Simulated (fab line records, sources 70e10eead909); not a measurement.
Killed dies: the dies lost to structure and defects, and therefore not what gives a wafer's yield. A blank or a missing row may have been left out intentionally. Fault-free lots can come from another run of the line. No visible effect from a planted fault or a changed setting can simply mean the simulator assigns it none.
fab line records	flow nandHarc	part 1 of 2: steps 1 to 25 of 35
record lots=5	wafers=15	lastDay=26
route steps=1159 shown P_M2@348 P_BONDPAD@351
lots that met no fault: taken from a fault-free run of the same line
startH: hours from the record's opening day to when the first of the lot's shown wafers began	waitH: hours since the lot's step before	" repeats the value in the row above	L1.1+2: a single row standing in for several wafers	- no value present, or no start provided	* or withheld: withheld	< > ~ a bound
route shown NAME@n: NAME is a module with steps in the file, n the number in the route of the first one	usual: average and standard deviation across the fault-free wafers	same: alike in all rows	chamber/n: place in a boat	sites: each site's reading	_std_site: standard deviation across them	_edge_site: the outer-site mean with the inner-site mean subtracted	radiusMm: for every site, how far away it sits from the centre of the wafer	mask NAME#n: copy n	behind: the tool/chamber that last shaped the wafer	hold: reason for holding the lot/hours on hold/outcome of the hold	device: transistor that didn't switch, given as n, p or np	end of line: the tests these same wafers got at the end of their route	for a step that has no rows: nothing shown but its recipe	killed: the dies lost at the first sort to structure and to defects; this is not the yield of the wafer	map: shows each die of a wafer: x if killed, . if not, _ if none is there
set.NAME: the setting the step ran with; set.NAME@STEP: the setting that earlier step ran with	model.NAME: the simulator's own value behind a step, which no gauge read
certain route steps with their lots: each step a table, each wafer a row
services: when a tool's chamber went out of use (startH, in hours from the record's first day, below 0 if earlier), for how many hours, and the reason
## steps
# step NHARC_P_M2_INSPECT_27
# usual rawDefectCount=344/150
lot.wafer	tool	chamber	startH	waitH	rawDefectCount
L075.2	defectInspect-02	-	139.31	0.0	368
L075.4	"	-	"	"	474
L075.5	"	-	"	"	633
L076.3	defectInspect-02	-	145.66	0.0	525
L076.4	"	-	"	"	571
L076.6	"	-	"	"	395
L077.2	defectInspect-02	-	160.92	0.0	219
L077.4	"	-	"	"	200
L077.6	"	-	"	"	434
L078.1	defectInspect-02	-	161.77	0.0	242
L078.3	"	-	"	"	269
L078.4	"	-	"	"	380
L097.1	defectInspect-02	-	266.12	0.0	285
L097.4	"	-	"	"	323
L097.6	"	-	"	"	465
# step NHARC_P_M2_PRE_CLEAN_32
# recipe timeS=12	tempC=370	rfPowerW=300	gas=NH3
# usual heaterPowerW=626/98
lot.wafer	tool	chamber	startH	waitH	heaterPowerW
L075.2	pecvd-03	0	139.38	0.1	601
L075.4	"	1	"	"	711
L075.5	"	2	"	"	797
L076.3	pecvd-03	0	145.73	0.1	572
L076.6	"	0	"	"	563
L076.4	"	2	"	"	745
L077.2	pecvd-03	2	161.00	0.1	748
L077.4	"	1	"	"	794
L077.6	"	0	"	"	582
L078.1	pecvd-04	2	161.85	0.1	639
L078.3	"	0	"	"	578
L078.4	"	1	"	"	568
L097.1	pecvd-02	2	266.19	0.1	680
L097.4	"	0	"	"	578
L097.6	"	1	"	"	538
# step NHARC_P_M2_DEP_33
# recipe targetThkA=300	tempC=370	targetThkNm=30	pressureTorr=3	flowSccm=200	rfW=450	material=SiCN
# usual heaterPowerW=576/99
lot.wafer	tool	chamber	startH	waitH	heaterPowerW
L075.2	pecvd-03	0	139.46	0.1	492
L075.4	"	1	"	"	715
L075.5	"	2	"	"	726
L076.3	pecvd-03	0	145.81	0.1	531
L076.6	"	0	"	"	530
L076.4	"	2	"	"	681
L077.2	pecvd-03	2	161.11	0.1	724
L077.4	"	1	"	"	706
L077.6	"	0	"	"	535
L078.1	pecvd-04	2	161.93	0.1	628
L078.3	"	0	"	"	425
L078.4	"	1	"	"	541
L097.1	pecvd-02	2	266.27	0.1	598
L097.4	"	0	"	"	559
L097.6	"	1	"	"	467
# step NHARC_P_BONDPAD_DEP_00
# recipe targetThkA=2500	tempC=370	targetThkNm=250	pressureTorr=3	flowSccm=200	rfW=450	material=SiCN
# usual heaterPowerW=552/92
lot.wafer	tool	chamber	startH	waitH	heaterPowerW
L075.2	pecvd-02	1	139.92	-	463
L075.5	"	0	"	"	528
L075.4	"	2	"	"	600
L076.3	pecvd-04	0	146.22	-	503
L076.4	"	1	"	"	521
L076.6	"	2	"	"	545
L077.2	pecvd-04	2	161.49	-	607
L077.4	"	0	"	"	456
L077.6	"	1	"	"	545
L078.1	pecvd-04	0	-	-	496
L078.3	"	2	"	"	539
L078.4	"	1	"	"	503
L097.1	pecvd-03	2	266.92	-	776
L097.4	"	0	"	"	519
L097.6	"	0	"	"	536
# step NHARC_P_BONDPAD_CMP_32
# recipe targetThkNm=200	material=SiCN
# usual edgeZonePressureFrac=1.000/0.0049	motorCurrentA=11.9/1.4
lot.wafer	tool	chamber	startH	waitH	edgeZonePressureFrac	motorCurrentA
L075.4	cmp-02	1	140.28	-	1.009	13.3
L075.2	"	3	"	"	0.996	9.6
L075.5	"	1	"	"	1.006	13.6
L076.4	cmp-01	3	146.65	-	0.999	11.0
L076.3	"	1	"	"	1.006	11.6
L076.6	"	2	"	"	1.003	13.8
L077.4	cmp-03	3	161.92	-	0.996	11.5
L077.2	"	1	"	"	1.004	10.8
L077.6	"	2	"	"	0.989	11.3
L078.3	cmp-01	2	162.79	-	1.008	14.3
L078.1	"	3	"	"	1.002	11.9
L078.4	"	0	"	"	0.997	12.0
L097.4	cmp-03	3	267.43	0.4	1.000	10.7
L097.1	"	0	"	"	1.002	9.8
L097.6	"	1	"	"	1.002	10.8
# step NHARC_P_BONDPAD_THK_MEAS_33
# recipe thkMeasGauge=ellipsometry
# usual thkNm=200.0/1.7
lot.wafer	tool	chamber	startH	waitH	thkNm
L075.2	filmMetro-02	-	140.54	0.2	199.7
L075.4	"	-	"	"	201.3
L075.5	"	-	"	"	200.4
L076.3	filmMetro-02	-	146.87	0.2	197.6
L076.4	"	-	"	"	200.3
L076.6	"	-	"	"	202.0
L077.2	filmMetro-02	-	162.15	0.2	198.1
L077.4	"	-	"	"	197.2
L077.6	"	-	"	"	199.2
L078.1	filmMetro-02	-	163.03	0.2	200.2
L078.3	"	-	"	"	201.6
L078.4	"	-	"	"	200.8
L097.1	filmMetro-02	-	267.63	0.2	202.7
L097.4	"	-	"	"	200.6
L097.6	"	-	"	"	198.8
# step NHARC_P_BONDPAD_SRD_34
lot.wafer	tool	chamber	startH	waitH
L075.4+2+5	wetBench-10	0,1,4	140.59	0.0
L076.4+6+3	wetBench-08	0,2,3	146.92	0.0
L077.4+2+6	wetBench-10	0,3,5	162.19	0.0
L078.1+4+3	wetBench-10	4,5,7	163.07	0.0
L097.6+1+4	wetBench-08	1,4,6	267.67	0.0
# step NHARC_P_BONDPAD_DEHYDRATE_01
# recipe tempC=150	timeS=120
# usual plateTempC=150.03/0.15
lot.wafer	tool	chamber	startH	waitH	plateTempC
L075.2	lithoTrack-05	0	140.67	0.1	149.77
L075.4	"	0	"	"	149.81
L075.5	"	0	"	"	149.91
L076.3	lithoTrack-05	0	147.00	0.1	149.99
L076.4	"	0	"	"	150.08
L076.6	"	0	"	"	150.00
L077.2	lithoTrack-05	0	162.27	0.1	149.97
L077.4	"	0	"	"	150.16
L077.6	"	0	"	"	150.01
L078.1	lithoTrack-07	0	163.15	0.1	150.11
L078.3	"	0	"	"	150.08
L078.4	"	0	"	"	150.23
L097.1	lithoTrack-03	0	267.76	0.1	149.89
L097.4	"	0	"	"	150.02
L097.6	"	0	"	"	149.91
# step NHARC_P_BONDPAD_HMDS_02
# recipe timeS=30
lot.wafer	tool	chamber	startH	waitH
L075.2+4+5	lithoTrack-05	0	-	-
L076.3+4+6	lithoTrack-05	0	-	-
L077.2+4+6	lithoTrack-05	0	-	-
L078.1+3+4	lithoTrack-07	0	-	-
L097.1+4+6	lithoTrack-03	0	-	-
# step NHARC_P_BONDPAD_COAT_36
# recipe tempC=200	timeS=65
# usual plateTempC=200.00/0.15
lot.wafer	tool	chamber	startH	waitH	plateTempC
L075.2	lithoTrack-05	0	-	-	200.14
L075.4	"	0	"	"	200.28
L075.5	"	0	"	"	200.19
L076.3	lithoTrack-05	0	-	-	199.83
L076.4	"	0	"	"	200.03
L076.6	"	0	"	"	200.11
L077.2	lithoTrack-05	0	-	-	200.04
L077.4	"	0	"	"	200.13
L077.6	"	0	"	"	200.15
L078.1	lithoTrack-07	0	-	-	200.18
L078.3	"	0	"	"	200.12
L078.4	"	0	"	"	200.03
L097.1	lithoTrack-03	0	-	-	199.92
L097.4	"	0	"	"	199.83
L097.6	"	0	"	"	200.04
# step NHARC_P_BONDPAD_COAT_03
# recipe spinRpm=2000	resistThkNm=600
lot.wafer	tool	chamber	startH	waitH
L075.2+4+5	lithoTrack-05	0	-	-
L076.3+4+6	lithoTrack-05	0	-	-
L077.2+4+6	lithoTrack-05	0	-	-
L078.1+3+4	lithoTrack-07	0	-	-
L097.1+4+6	lithoTrack-03	0	-	-
# step NHARC_P_BONDPAD_SOFTBAKE_04
# recipe tempC=125	timeS=70
# usual plateTempC=125.01/0.14
lot.wafer	tool	chamber	startH	waitH	plateTempC
L075.2	lithoTrack-05	0	-	-	124.90
L075.4	"	0	"	"	125.16
L075.5	"	0	"	"	125.22
L076.3	lithoTrack-05	0	-	-	124.90
L076.4	"	0	"	"	125.06
L076.6	"	0	"	"	125.16
L077.2	lithoTrack-05	0	-	-	125.10
L077.4	"	0	"	"	125.03
L077.6	"	0	"	"	124.75
L078.1	lithoTrack-07	0	-	-	124.90
L078.3	"	0	"	"	125.01
L078.4	"	0	"	"	125.23
L097.1	lithoTrack-03	0	-	-	125.18
L097.4	"	0	"	"	124.94
L097.6	"	0	"	"	125.04
# step NHARC_P_BONDPAD_EBR_05
lot.wafer	tool	chamber	startH	waitH
L075.2+4+5	lithoTrack-05	0	-	-
L076.3+4+6	lithoTrack-05	0	-	-
L077.2+4+6	lithoTrack-05	0	-	-
L078.1+3+4	lithoTrack-07	0	-	-
L097.1+4+6	lithoTrack-03	0	-	-
# step NHARC_P_BONDPAD_EXPOSE_06
# recipe na=0.55	doseMj=37.06	maskId=P_BPAD
lot.wafer	tool	chamber	startH	waitH	mask
L075.2+4+5	krfScanner-03	0	140.97	-	P_BPAD#0
L076.3+4+6	krfScanner-01	0	147.29	-	P_BPAD#0
L077.2+4+6	krfScanner-01	0	162.57	-	P_BPAD#0
L078.1+3+4	krfScanner-04	0	163.44	-	P_BPAD#0
L097.1+4+6	krfScanner-01	0	268.05	-	P_BPAD#0
# step NHARC_P_BONDPAD_PEB_07
# recipe pebTempC=128	pebTimeS=80
# usual plateTempC=128.01/0.13
lot.wafer	tool	chamber	startH	waitH	plateTempC
L075.2	lithoTrack-05	0	141.03	0.1	127.81
L075.4	"	0	"	"	127.89
L075.5	"	0	"	"	127.90
L076.3	lithoTrack-03	0	147.35	0.1	127.93
L076.4	"	0	"	"	128.04
L076.6	"	0	"	"	127.82
L077.2	lithoTrack-07	0	162.63	0.1	128.02
L077.4	"	0	"	"	127.78
L077.6	"	0	"	"	128.07
L078.1	lithoTrack-05	0	163.51	0.1	128.20
L078.3	"	0	"	"	128.05
L078.4	"	0	"	"	128.19
L097.1	lithoTrack-07	0	268.11	0.1	127.70
L097.4	"	0	"	"	127.76
L097.6	"	0	"	"	128.05
# step NHARC_P_BONDPAD_DEVELOP_08
# recipe timeS=50	devTempC=22
lot.wafer	tool	chamber	startH	waitH
L075.2+4+5	lithoTrack-05	0	-	-
L076.3+4+6	lithoTrack-03	0	-	-
L077.2+4+6	lithoTrack-07	0	-	-
L078.1+3+4	lithoTrack-05	0	-	-
L097.1+4+6	lithoTrack-07	0	-	-
# step NHARC_P_BONDPAD_CD_MEAS_09
# recipe targetCdNm=500	landingEnergyEv=500
# usual cdNm=498.9/2.5
# same landingEnergyEv=500
lot.wafer	tool	chamber	startH	waitH	cdNm
L075.2	cdSem-01	0	141.11	-	499.0
L075.4	"	0	"	"	499.4
L075.5	"	0	"	"	498.8
L076.3	cdSem-02	0	147.44	-	502.8
L076.4	"	0	"	"	503.7
L076.6	"	0	"	"	501.3
L077.2	cdSem-02	0	162.72	-	498.9
L077.4	"	0	"	"	498.4
L077.6	"	0	"	"	498.4
L078.1	cdSem-01	0	163.59	-	497.2
L078.3	"	0	"	"	497.6
L078.4	"	0	"	"	497.7
L097.1	cdSem-01	0	268.20	-	497.6
L097.4	"	0	"	"	497.7
L097.6	"	0	"	"	496.6
# step NHARC_P_BONDPAD_OVL_MEAS_38
# usual overlayXNm=1/6.1	overlayYNm=-2/6.8
lot.wafer	tool	chamber	startH	waitH	overlayXNm	overlayYNm
L075.2	overlay-02	-	141.21	-	-4	-9
L075.4	"	-	"	"	-4	-9
L075.5	"	-	"	"	-4	-9
L076.3	overlay-02	-	147.52	-	9	11
L076.4	"	-	"	"	9	12
L076.6	"	-	"	"	9	11
L077.2	overlay-02	-	162.82	-	7	3
L077.4	"	-	"	"	7	3
L077.6	"	-	"	"	8	4
L078.1	overlay-02	-	163.68	-	3	-14
L078.3	"	-	"	"	4	-14
L078.4	"	-	"	"	4	-14
L097.1	overlay-01	-	268.29	-	-3	-3
L097.4	"	-	"	"	-4	-3
L097.6	"	-	"	"	-4	-3
# step NHARC_P_BONDPAD_HARDBAKE_10
# recipe tempC=118	timeS=65
# usual plateTempC=118.00/0.13
lot.wafer	tool	chamber	startH	waitH	plateTempC
L075.2	lithoTrack-03	0	141.26	0.0	117.69
L075.4	"	0	"	"	117.85
L075.5	"	0	"	"	118.15
L076.3	lithoTrack-07	0	147.57	0.1	118.05
L076.4	"	0	"	"	118.12
L076.6	"	0	"	"	118.16
L077.2	lithoTrack-05	0	162.87	0.0	117.99
L077.4	"	0	"	"	117.96
L077.6	"	0	"	"	118.05
L078.1	lithoTrack-05	0	163.73	0.0	117.88
L078.3	"	0	"	"	117.87
L078.4	"	0	"	"	117.98
L097.1	lithoTrack-07	0	268.33	0.0	117.73
L097.4	"	0	"	"	117.75
L097.6	"	0	"	"	117.79
# step NHARC_P_BONDPAD_DESCUM_11
# recipe timeS=3	o2FlowSccm=200	arFlowSccm=0	biasPowerW=0	chemistry=O2
# usual drypumpMotorCurrentA=5.7/0.41	oesProductAu=1.001/0.0092	rfVppV=58.1/0.84	showerheadPlenumPTorr=1.98/0.091	throttleValvePct=11.311/0.0087
lot.wafer	tool	chamber	startH	waitH	drypumpMotorCurrentA	oesProductAu	rfHoursCounterH	rfVppV	showerheadPlenumPTorr	throttleValvePct
L075.4	rieDiel-12	1	141.34	-	6.0	1.004	34	59.0	2.03	11.314
L075.2	"	3	"	"	6.1	1.001	38	57.8	2.01	11.310
L075.5	"	1	"	"	6.0	0.995	-	58.0	2.03	11.298
L076.4	rieDiel-04	1	147.65	-	5.2	1.003	2	58.8	2.04	11.306
L076.3	"	3	"	"	6.2	1.005	2	57.2	1.89	11.299
L076.6	"	1	"	"	5.2	0.993	-	58.6	2.04	11.307
L077.2	rieDiel-04	3	162.96	-	6.2	1.012	4	58.0	1.89	11.313
L077.4	"	0	"	"	5.7	0.998	3	58.9	2.05	11.316
L077.6	"	1	"	"	5.2	0.995	-	57.1	2.04	11.329
L078.3	rieDiel-04	1	163.80	-	5.2	1.000	4	57.9	2.04	11.315
L078.4	"	2	"	"	5.8	0.995	4	57.9	2.06	11.310
L078.1	"	0	"	"	5.7	1.003	3	58.2	2.05	11.319
L097.1	rieDiel-04	0	268.41	-	5.7	1.005	12	57.8	2.05	11.315
L097.4	"	1	"	"	5.2	1.004	13	57.9	2.03	11.318
L097.6	"	1	"	"	5.2	0.991	-	59.7	2.03	11.309
# step NHARC_P_BONDPAD_ETCH_37
# recipe targetDepthA=600	overetchA=180	timeS=65.91	ionEnergyEv=200	n2FlowSccm=150	h2FlowSccm=150	arFlowSccm=0	rfW=400	biasW=150	chemistry=N2/H2
# usual drypumpMotorCurrentA=5.7/0.4	oesProductAu=1.001/0.0082	rfVppV=432.4/2.9	showerheadPlenumPTorr=2.11/0.1	throttleValvePct=14.170/0.009
lot.wafer	tool	chamber	startH	waitH	drypumpMotorCurrentA	oesProductAu	rfHoursCounterH	rfVppV	showerheadPlenumPTorr	throttleValvePct
L075.4	rieDiel-12	0	141.42	0.1	6.4	1.006	34	427.7	1.98	14.176
L075.2	"	1	"	"	6.0	0.994	34	434.9	2.16	14.181
L075.5	"	0	"	"	6.4	1.001	-	429.1	1.98	14.144
L076.4	rieDiel-04	3	147.74	0.1	6.2	1.008	2	430.5	2.01	14.170
L076.3	"	1	"	"	5.2	1.006	2	435.5	2.17	14.186
L076.6	"	2	"	"	5.8	0.996	-	434.8	2.21	14.174
L077.2	rieDiel-04	2	163.04	0.1	5.8	1.008	4	434.1	2.20	14.168
L077.4	"	3	"	"	6.2	1.018	4	430.2	2.01	14.171
L077.6	"	2	"	"	5.8	1.007	-	434.3	2.20	14.159
L078.3	rieDiel-04	1	163.89	0.1	5.2	1.001	4	434.5	2.17	14.173
L078.4	"	2	"	"	5.8	0.979	4	435.9	2.20	14.183
L078.1	"	3	"	"	6.2	1.005	4	428.8	2.01	14.175
L097.4	rieDiel-04	2	268.50	0.1	5.8	0.994	13	434.1	2.20	14.157
L097.1	"	3	"	"	6.1	0.994	12	428.5	2.01	14.173
L097.6	"	2	"	"	5.8	0.988	-	433.6	2.20	14.172
# step NHARC_P_BONDPAD_ETCH_12
# recipe targetDepthA=2000	timeS=100	chf3FlowSccm=50	o2FlowSccm=10	arFlowSccm=200	rfW=500	biasW=200	chemistry=CHF3/O2
# usual drypumpMotorCurrentA=5.7/0.41	oesProductAu=0.937/0.019	rfVppV=372.3/2.5	showerheadPlenumPTorr=2.48/0.11	throttleValvePct=20.573/0.0086
lot.wafer	tool	chamber	startH	waitH	drypumpMotorCurrentA	oesProductAu	rfHoursCounterH	rfVppV	showerheadPlenumPTorr	throttleValvePct
L075.4	rieDiel-12	1	-	-	6.0	0.916	34	374.4	2.54	20.574
L075.2	"	3	"	"	6.1	0.935	38	371.9	2.52	20.563
L075.5	"	2	"	"	5.2	0.940	-	367.7	2.26	20.561
L076.4	rieDiel-04	2	-	-	5.8	0.926	2	374.0	2.58	20.569
L076.3	"	0	"	"	5.7	0.924	1	374.6	2.57	20.568
L076.6	"	3	"	"	6.2	0.922	-	371.5	2.37	20.564
L077.2	rieDiel-04	1	-	-	5.2	0.951	4	373.8	2.55	20.565
L077.4	"	2	"	"	5.8	0.957	4	375.2	2.58	20.570
L077.6	"	0	"	"	5.7	0.965	-	375.1	2.57	20.588
L078.4	rieDiel-04	2	-	-	5.8	0.921	4	373.4	2.58	20.573
L078.3	"	3	"	"	6.2	0.937	4	369.1	2.37	20.557
L078.1	"	0	"	"	5.7	0.931	3	374.3	2.57	20.573
L097.4	rieDiel-04	2	-	-	5.8	0.941	13	375.1	2.58	20.576
L097.1	"	3	"	"	6.2	0.942	12	370.7	2.37	20.571
L097.6	"	1	"	"	5.2	0.937	-	372.7	2.54	20.576
# step NHARC_P_BONDPAD_CD_MEAS_13
# usual cdNm=498.5/2.6
lot.wafer	tool	chamber	startH	waitH	cdNm
L075.2	cdSem-01	-	141.65	-	499.2
L075.4	"	-	"	"	498.3
L075.5	"	-	"	"	498.4
L076.3	cdSem-03	-	147.97	-	501.1
L076.4	"	-	"	"	504.7
L076.6	"	-	"	"	501.3
L077.2	cdSem-02	-	163.26	-	498.1
L077.4	"	-	"	"	498.8
L077.6	"	-	"	"	499.7
L078.1	cdSem-01	-	164.12	-	497.9
L078.3	"	-	"	"	497.0
L078.4	"	-	"	"	496.1
L097.1	cdSem-03	-	268.72	-	497.8
L097.4	"	-	"	"	497.3
L097.6	"	-	"	"	496.1
# step NHARC_P_BONDPAD_STRIP_15
# recipe o2FlowSccm=500	arFlowSccm=0	biasW=0	chemistry=O2
# usual drypumpMotorCurrentA=5.7/0.4	oesProductAu=1.002/0.0093	rfVppV=58.2/0.93	showerheadPlenumPTorr=3.64/0.16	throttleValvePct=17.036/0.0083
lot.wafer	tool	chamber	startH	waitH	drypumpMotorCurrentA	oesProductAu	rfHoursCounterH	rfVppV	showerheadPlenumPTorr	throttleValvePct
L075.2	rieDiel-08	2	141.72	0.1	4.9	1.000	3	58.1	3.74	17.038
L075.4	"	0	"	"	5.7	1.005	2	57.4	3.29	17.060
L075.5	"	2	"	"	4.8	1.002	-	59.0	3.74	17.044
L076.4	rieDiel-04	0	148.05	0.1	5.7	0.993	1	58.5	3.77	17.051
L076.3	"	2	"	"	5.8	0.991	2	58.0	3.79	17.045
L076.6	"	0	"	"	5.7	0.990	-	58.8	3.77	17.041
L077.4	rieDiel-04	1	163.35	0.1	5.2	1.007	4	58.3	3.74	17.045
L077.2	"	2	"	"	5.8	0.997	4	57.2	3.79	17.033
L077.6	"	1	"	"	5.2	0.997	-	59.6	3.74	17.041
L078.1	rieDiel-04	2	164.19	0.1	5.8	0.986	5	59.4	3.79	17.026
L078.4	"	0	"	"	5.7	1.002	3	58.7	3.77	17.040
L078.3	"	1	"	"	5.2	0.990	5	57.8	3.74	17.045
L097.4	rieDiel-04	0	268.82	0.1	5.7	1.015	12	56.9	3.76	17.052
L097.1	"	1	"	"	5.2	0.998	13	58.4	3.73	17.038
L097.6	"	0	"	"	5.7	1.014	-	59.2	3.76	17.035
# step NHARC_P_BONDPAD_ETCH_24
# recipe targetDepthA=300	overEtchFrac=0.3	timeS=72.99	ionEnergyEv=150	cf4FlowSccm=50	n2FlowSccm=100	arFlowSccm=150	rfW=300	biasW=100	chemistry=CF4/N2
# usual drypumpMotorCurrentA=5.7/0.4	oesProductAu=1.002/0.0091	rfVppV=315.7/2.1	showerheadPlenumPTorr=2.72/0.12	throttleValvePct=19.794/0.0092
lot.wafer	tool	chamber	startH	waitH	drypumpMotorCurrentA	oesProductAu	rfHoursCounterH	rfVppV	showerheadPlenumPTorr	throttleValvePct
L075.2	rieDiel-08	1	-	-	5.4	0.997	3	316.0	2.73	19.785
L075.4	"	0	"	"	5.8	1.001	2	311.0	2.45	19.801
L075.5	"	1	"	"	5.4	0.991	-	315.7	2.72	19.806
L076.3	rieDiel-04	0	-	-	5.7	1.021	1	315.9	2.81	19.796
L076.4	"	2	"	"	5.8	1.006	2	317.0	2.82	19.779
L076.6	"	3	"	"	6.2	1.018	-	313.2	2.59	19.803
L077.4	rieDiel-04	0	-	-	5.7	0.998	3	317.6	2.80	19.797
L077.2	"	1	"	"	5.2	1.012	4	318.1	2.78	19.809
L077.6	"	3	"	"	6.2	1.016	-	313.7	2.59	19.798
L078.4	rieDiel-04	1	-	-	5.2	1.002	5	315.5	2.78	19.793
L078.3	"	3	"	"	6.2	0.994	4	314.4	2.59	19.795
L078.1	"	0	"	"	5.7	1.004	3	316.0	2.80	19.789
L097.4	rieDiel-04	3	-	-	6.2	1.014	12	312.6	2.59	19.798
L097.1	"	0	"	"	5.7	1.002	12	316.3	2.80	19.807
L097.6	"	2	"	"	5.8	0.998	-	316.9	2.82	19.795
